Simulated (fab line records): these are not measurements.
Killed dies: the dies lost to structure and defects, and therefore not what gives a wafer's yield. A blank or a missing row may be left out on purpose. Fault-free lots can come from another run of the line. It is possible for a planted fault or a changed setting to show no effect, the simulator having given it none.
Chamber matching ; flow n5Finfet ; 3 sister chambers for N5_BEOL_M10_CURE_71 on uvCure-02
The step cures SiCOH lowk, time 240 s. 6 wafers are shown with their chamber, then 10 later ones without.

## WAFERS WITH THEIR CHAMBER
wafer;chamber;wafer_temp_C_max;lampPowerPct (%)
L077.2;1;386.5;52.34
L077.5;1;385.7;52.21
L079.4;2;386.6;52.25
L079.5;2;386.9;52.22
L085.1;0;386.5;52.32
L085.3;0;386.3;52.27

## WAFERS MISSING THEIR CHAMBER
wafer;wafer_temp_C_max;lampPowerPct (%)
L085.6;386.2;52.33
L091.4;387.5;52.31
L091.5;387.0;52.23
L091.6;386.4;52.37
L093.3;387.3;52.37
L093.5;387.3;52.30
L093.6;387.2;52.32
L094.1;386.2;52.32
L094.3;386.7;52.26
L094.5;386.4;52.26

## WHICH CHAMBER EACH WENT THROUGH
wafer;from the rows above;in truth
L085.6;can't be placed: 0 or 1 or 2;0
L091.4;can't be placed: 2 or 0 or 1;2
L091.5;can't be placed: 2 or 0 or 1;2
L091.6;can't be placed: 0 or 1 or 2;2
L093.3;can't be placed: 2 or 0 or 1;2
L093.5;can't be placed: 2 or 0 or 1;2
L093.6;can't be placed: 2 or 0 or 1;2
L094.1;can't be placed: 0 or 1 or 2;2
L094.3;can't be placed: 2 or 0 or 1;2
L094.5;can't be placed: 0 or 1 or 2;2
Correctly placed: 0 of 10. Can't be placed from these rows: 10 (the true chamber is among the candidates in 10). Placed wrongly: 0.
How it was worked out, from the rows above alone: a wafer's distance from a chamber is the root of the sum, over the readings, of the square of ((its reading less the chamber's mean) divided by the reading's scatter). If the next closest chamber is less than 2 further off than the closest, the wafer can't be placed; otherwise it belongs to the closest. The mean given for a chamber averages the wafers shown for that chamber. The scatter: take each reading less its chamber's mean, square it, sum over the shown wafers, divide by the number of wafers less the number of chambers, and take the root.
